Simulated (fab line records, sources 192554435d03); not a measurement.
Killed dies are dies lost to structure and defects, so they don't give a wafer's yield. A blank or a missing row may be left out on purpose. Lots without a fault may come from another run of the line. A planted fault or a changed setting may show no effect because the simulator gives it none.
fab line records | flow n5_finfet
record lots=10 wafers=30 last_day=18
route steps=1938 shown PMOS_HMC_CHANNEL_EPI@87 BEOL_M4@1099
lots that met no fault: from a run of the same line without faults
start_h: hours from the record's first day to the start of the lot's first wafer shown | wait_h: hours since the lot's step before | " the same as in the row above | L1.1+2: a row that stands for several wafers | - no value, or no start given | * or withheld: withheld | < > ~ a bound
route shown NAME@n: a module of which the file shows steps, and the number in the route of the first | usual: mean/standard deviation of fault-free wafers | same: alike in all rows | chamber/n: place in a boat | sites: the reading at each site | _std_site: their standard deviation | _edge_site: outer sites' mean less inner sites' | radius_mm: how far each site lies from the wafer's centre | mask NAME#n: copy n | behind: the tool/chamber that last shaped the wafer | hold: why the lot was held/for how many hours/how that ended | device: the transistor (n, p or np) that didn't switch | end of line: the same wafers' tests at the end of the route | a step without rows: its recipe alone | killed: dies lost to structure and defects at the first sort, not the wafer's yield | map: a wafer's dies, x killed, . not, _ none there
set.NAME: the setting as run; set.NAME@STEP: as run at that earlier step | model.NAME: the simulator's own value behind a step, which no gauge read
steps of the route over a sample of lots; a table a step, a row a wafer
services: from which hour (start_h, from the record's first day; less than 0 if before it) a tool's chamber was out of use, for how many hours, and why
## steps
# step N5_PMOS_HMC_CHANNEL_EPI_EPI_26
# recipe material=Si target_thk_a=38 temp_c=650 precursor=SiH4/H2 pressure_torr=20 time_s=22.7
# usual throttle_valve_pct=10.7/0.38
# columns lot.wafer tool chamber start_h wait_h throttle_valve_pct
L998.1 epi_rpcvd-02 0 19.88 0.0 11.1
L998.4 " 0 " " 11.1
L998.5 " 0 " " 11.2
L999.3 epi_rpcvd-02 0 26.12 0.1 10.9
L999.5 " 0 " " 11.0
L999.6 " 0 " " 11.0
L100.1 epi_rpcvd-02 0 31.85 0.0 11.1
L100.3 " 0 " " 11.1
L100.5 " 0 " " 11.3
L102.1 epi_rpcvd-02 0 45.42 0.0 11.1
L102.4 " 0 " " 11.4
L102.5 " 0 " " 11.1
L112.1 epi_rpcvd-04 0 103.76 0.0 10.5
L112.2 " 0 " " 10.3
L112.3 " 0 " " 10.2
L113.1 epi_rpcvd-03 0 110.23 0.0 11.1
L113.4 " 0 " " 11.0
L113.6 " 0 " " 10.9
L114.1 epi_rpcvd-03 0 115.87 0.0 11.0
L114.4 " 0 " " 11.1
L114.5 " 0 " " 10.9
L119.3 epi_rpcvd-03 0 146.22 0.2 11.0
L119.5 " 0 " " 11.0
L119.6 " 0 " " 10.9
L120.1 epi_rpcvd-02 0 153.38 0.0 11.5
L120.3 " 0 " " 11.1
L120.5 " 0 " " 11.1
L121.2 epi_rpcvd-03 0 158.18 0.1 10.9
L121.4 " 0 " " 10.9
L121.6 " 0 " " 11.1
# step N5_BEOL_M4_ANNEAL_95
# recipe temp_c=400 time_s=240 ambient=vacuum
# usual heater_power_w=782/70
# columns lot.wafer tool chamber start_h wait_h heater_power_w
L998.1 pvd_sputter-01 - 169.04 0.0 636
L998.4 " - " " 753
L998.5 " - " " 644
L100.1 pvd_sputter-01 - 186.64 0.0 747
L100.3 " - " " 775
L100.5 " - " " 744
L999.3 pvd_sputter-02 - 201.77 0.0 834
L999.5 " - " " 829
L999.6 " - " " 749
L102.1 pvd_sputter-01 - 207.73 0.0 620
L102.4 " - " " 723
L102.5 " - " " 639
L114.1 pvd_sputter-03 - 272.63 0.0 818
L114.4 " - " " 713
L114.5 " - " " 776
L112.1 pvd_sputter-01 - 275.19 0.0 622
L112.2 " - " " 743
L112.3 " - " " 746
L113.1 pvd_sputter-02 - 283.47 0.0 887
L113.4 " - " " 843
L113.6 " - " " 883
L120.1 pvd_sputter-03 - 305.90 0.0 849
L120.3 " - " " 807
L120.5 " - " " 831
L119.3 pvd_sputter-03 - 313.76 0.0 825
L119.5 " - " " 807
L119.6 " - " " 732
L121.2 pvd_sputter-02 - 330.42 0.0 755
L121.4 " - " " 816
L121.6 " - " " 909
# step N5_BEOL_M4_CMP_52
# recipe stop_on=SiOC t_overpolish_s=6.8 down_force_psi=1 platen_rpm=50 clearing_platen_down_force_psi=1.5 clearing_platen_rpm=50 post_cmp_clean=cu_alkaline target_thk_nm=40 clearing_platen_pad_velocity_m_s=0.99484 pad_velocity_m_s=0.99484
# usual barrier_field_endpoint_s=24.7/0.54 motor_current_A=5.8/0.72 overpolish_run_s=6.801/0.0094 time_to_endpoint_s=62.8/2.4
# columns lot.wafer tool chamber start_h wait_h barrier_field_endpoint_s motor_current_A overpolish_run_s time_to_endpoint_s
L998.4 cmp-01 1 169.70 0.1 24.6 6.0 6.797 59.5
L998.1 " 0 " " 24.6 4.8 6.782 62.7
L998.5 " 1 " " 25.4 5.9 6.795 64.2
L100.3 cmp-04 0 187.28 0.2 24.0 6.4 6.811 59.0
L100.1 " 3 " " 24.0 5.3 6.806 60.8
L100.5 " 1 " " 24.4 5.6 6.814 61.0
L999.3 cmp-01 2 202.44 0.2 24.4 5.5 6.801 64.7
L999.6 " 2 " " 24.9 6.0 6.810 64.5
L999.5 " 3 " " 24.5 6.5 6.801 64.4
L102.4 cmp-01 0 208.39 0.1 24.7 4.8 6.809 64.3
L102.1 " 1 " " 24.5 5.6 6.795 64.8
L102.5 " 0 " " 24.3 4.9 6.802 62.8
L114.1 cmp-04 1 273.39 0.3 24.8 5.4 6.794 63.8
L114.4 " 2 " " 24.5 5.0 6.794 60.7
L114.5 " 2 " " 24.9 5.1 6.806 62.2
L112.1 cmp-02 1 276.01 0.4 25.1 7.2 6.807 65.4
L112.3 " 2 " " 24.0 6.8 6.801 62.2
L112.2 " 0 " " 24.4 5.4 6.795 61.5
L113.4 cmp-04 0 284.15 0.2 25.0 6.1 6.804 64.1
L113.1 " 2 " " 25.4 5.2 6.797 63.2
L113.6 " 3 " " 25.5 5.1 6.800 62.5
L120.1 cmp-04 0 306.60 0.3 25.1 6.5 6.806 66.1
L120.3 " 1 " " 24.4 5.4 6.804 64.8
L120.5 " 2 " " 24.3 5.0 6.816 64.3
L119.3 cmp-02 0 314.50 0.3 24.8 5.0 6.805 60.3
L119.6 " 2 " " 24.5 6.8 6.795 58.1
L119.5 " 3 " " 25.1 5.6 6.805 62.8
L121.4 cmp-01 3 331.05 0.1 24.1 6.6 6.806 63.2
L121.2 " 0 " " 23.8 4.9 6.812 65.0
L121.6 " 0 " " 24.3 4.7 6.795 63.5
# step N5_BEOL_M4_PRE_CLEAN_60
# recipe gas=NH3/H2 time_s=15 temp_c=* rf_power_w=300
# usual heater_power_w=85/22 rf_fwd_power_W=297.7/0.91
# columns lot.wafer tool chamber start_h wait_h heater_power_w rf_fwd_power_W
L998.1 cvd_co-01 0 170.07 0.1 100 297.0
L998.4 " 2 " " 63 299.4
L998.5 " 1 " " 131 297.3
L100.1 cvd_co-02 0 187.61 0.0 63 297.1
L100.3 " 1 " " 75 298.6
L100.5 " 1 " " 76 297.3
L999.3 cvd_co-02 0 202.77 0.0 63 298.0
L999.5 " 1 " " 74 297.0
L999.6 " 2 " " 89 296.8
L102.1 cvd_co-02 1 208.73 0.0 77 297.3
L102.4 " 2 " " 92 297.8
L102.5 " 0 " " 63 298.3
L114.1 cvd_co-02 0 273.73 0.0 63 296.2
L114.4 " 2 " " 89 296.8
L114.5 " 1 " " 77 298.2
L112.1 cvd_co-01 0 276.62 0.3 100 298.1
L112.2 " 1 " " 135 297.9
L112.3 " 2 " " 62 298.5
L113.1 cvd_co-01 2 284.44 0.0 65 300.2
L113.4 " 0 " " 99 297.7
L113.6 " 1 " " 134 298.0
L120.1 cvd_co-01 2 306.92 0.1 64 298.8
L120.3 " 1 " " 135 297.6
L120.5 " 2 " " 63 298.3
L119.3 cvd_co-01 2 314.76 0.0 63 296.7
L119.5 " 1 " " 134 298.6
L119.6 " 0 " " 101 297.4
L121.2 cvd_co-02 1 331.39 0.0 78 298.1
L121.4 " 0 " " 63 297.0
L121.6 " 2 " " 91 296.2
# step N5_BEOL_M4_RC_MEAS_101
# usual CJ_N=4.35/0.061 DIBL_N=36.3/1.2 DIBL_P=36.3/1.4 IOFF_N=0.157/0.02 IOFF_P=0.22/0.033 ION_N=675/9.6 ION_P=465/8.2 SS_N=71.4/0.45 SS_P=73.3/0.54 VT_N=249.8/2.5 VT_P=-249/3.2
# columns lot.wafer tool chamber start_h wait_h CJ_N DIBL_N[mV/V] DIBL_P[mV/V] IOFF_N[nA/um] IOFF_P[nA/um] ION_N[uA/um] ION_P[uA/um] SS_N[mV/dec] SS_P[mV/dec] VT_N[mV] VT_P[mV]
L998.1 prober-01 0 170.35 0.0 4.34 37.2 38.5 0.169 0.23 681 466 71.4 72.8 246.2 -249
L998.4 " 0 " " 4.31 36.6 37.3 0.150 0.21 676 467 71.6 72.7 249.8 -251
L998.5 " 0 " " 4.33 35.3 36.4 0.137 0.20 661 457 71.5 73.0 251.9 -252
L100.1 prober-01 0 187.88 0.0 4.62 34.5 34.7 0.125 0.16 660 452 71.1 72.2 251.7 -258
L100.3 " 0 " " 4.59 34.9 34.7 0.128 0.16 658 450 71.6 72.5 252.1 -254
L100.5 " 0 " " 4.63 35.0 34.9 0.133 0.16 663 451 71.1 72.0 254.3 -256
L999.3 prober-02 0 203.36 0.3 4.33 36.7 37.4 0.161 0.24 684 475 72.0 73.4 247.5 -247
L999.5 " 0 " " 4.34 37.9 38.7 0.190 0.26 687 467 71.9 74.0 248.9 -249
L999.6 " 0 " " 4.34 36.8 37.3 0.162 0.23 678 468 71.4 74.3 249.6 -249
L102.1 prober-01 0 209.08 0.0 4.57 36.6 36.6 0.181 0.25 691 472 72.2 74.1 247.9 -251
L102.4 " 0 " " 4.58 36.5 36.1 0.159 0.23 676 463 71.9 72.8 250.6 -251
L102.5 " 0 " " 4.56 36.3 36.3 0.175 0.24 692 473 71.0 72.7 247.0 -248
L114.1 prober-02 0 274.00 0.0 4.35 36.0 35.9 0.160 0.20 683 463 71.2 73.4 249.9 -250
L114.4 " 0 " " 4.29 36.0 36.1 0.152 0.20 672 461 71.7 72.8 249.2 -252
L114.5 " 0 " " 4.33 36.0 36.1 0.159 0.20 685 463 71.2 72.5 248.5 -251
L112.1 prober-02 0 276.89 0.0 4.42 37.1 37.0 0.156 0.22 666 459 71.4 74.0 250.1 -249
L112.2 " 0 " " 4.45 36.4 36.4 0.154 0.21 671 457 72.1 73.0 252.0 -251
L112.3 " 0 " " 4.35 34.7 34.0 0.120 0.18 660 453 70.6 73.4 254.0 -253
L113.1 prober-02 0 284.71 0.0 4.35 36.3 36.0 0.133 0.20 666 461 71.5 72.2 254.8 -251
L113.4 " 0 " " 4.39 37.1 36.6 0.149 0.21 677 464 71.6 72.6 251.3 -247
L113.6 " 0 " " 4.30 37.9 38.3 0.163 0.24 686 477 71.9 74.0 249.4 -248
L120.1 prober-01 0 307.20 0.0 4.19 35.7 36.1 0.147 0.25 673 469 71.2 73.3 249.2 -246
L120.3 " 0 " " 4.33 37.4 37.9 0.182 0.28 675 473 71.5 74.0 246.1 -245
L120.5 " 0 " " 4.37 36.5 36.6 0.170 0.26 667 464 71.8 73.9 247.4 -246
L119.3 prober-02 0 315.34 0.3 4.38 37.2 37.3 0.186 0.26 691 481 71.4 74.0 247.1 -246
L119.5 " 0 " " 4.38 37.1 36.7 0.174 0.25 683 473 71.6 74.1 249.6 -247
L119.6 " 0 " " 4.43 35.9 34.6 0.154 0.22 689 474 70.7 73.9 253.2 -250
L121.2 prober-02 0 331.82 0.2 4.33 38.2 39.2 0.187 0.29 688 471 71.6 74.1 249.0 -242
L121.4 " 0 " " 4.24 34.8 34.9 0.119 0.20 665 470 70.4 72.6 251.8 -248
L121.6 " 0 " " 4.23 39.5 40.7 0.208 0.34 685 478 71.7 74.1 247.2 -243
## services
# columns tool chamber start_h hours kind
pvd_sputter-01 - 14.61 1.8 repair
cmp-01 - 29.18 3.8 repair
epi_rpcvd-03 - 31.11 18.9 pm
cmp-04 - 33.04 4.4 pm
cmp-01 - 33.49 3.7 pm
cvd_co-02 1 48.06 4.6 repair
epi_rpcvd-03 - 50.01 14.6 pm
epi_rpcvd-02 - 53.58 14.6 pm
epi_rpcvd-03 - 68.12 26.0 repair
cmp-01 - 79.11 4.0 pm
cvd_co-01 - 84.87 3.8 repair
cvd_co-01 - 110.92 6.9 pm
cvd_co-02 0 131.53 22.4 repair
epi_rpcvd-02 - 151.93 1.0 repair
cvd_co-01 - 183.83 6.0 pm
cvd_co-02 - 187.73 2.7 repair
epi_rpcvd-02 - 191.25 27.2 pm
cvd_co-02 - 194.94 4.3 pm
epi_rpcvd-02 - 218.45 8.1 pm
cvd_co-01 2 234.87 6.3 repair
epi_rpcvd-02 - 241.84 1.1 repair
epi_rpcvd-02 - 267.02 2.8 pm
cvd_co-02 - 306.65 3.3 repair
cvd_co-02 0 318.60 4.8 repair
## key
first_sign step=N5_BEOL_M4_RC_MEAS_101 reading=CJ_N direction=up sigmas=4 usual=4.35 struck=4.59
effect none on later readings
met_at N5_PMOS_HMC_CHANNEL_EPI_EPI_26
struck_lots L100,L102
not_acting_at N5_BEOL_M4_ANNEAL_95,N5_BEOL_M4_CMP_52,N5_BEOL_M4_PRE_CLEAN_60
onset_between 26.12 31.85
fault kind=process_parameter_drift tool=epi_rpcvd-02 chamber=- onset_h=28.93 steps=N5_PMOS_HMC_CHANNEL_EPI_EPI_26 channel=time_s offset=* shape=step end_h=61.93 acts_in=* stated=*
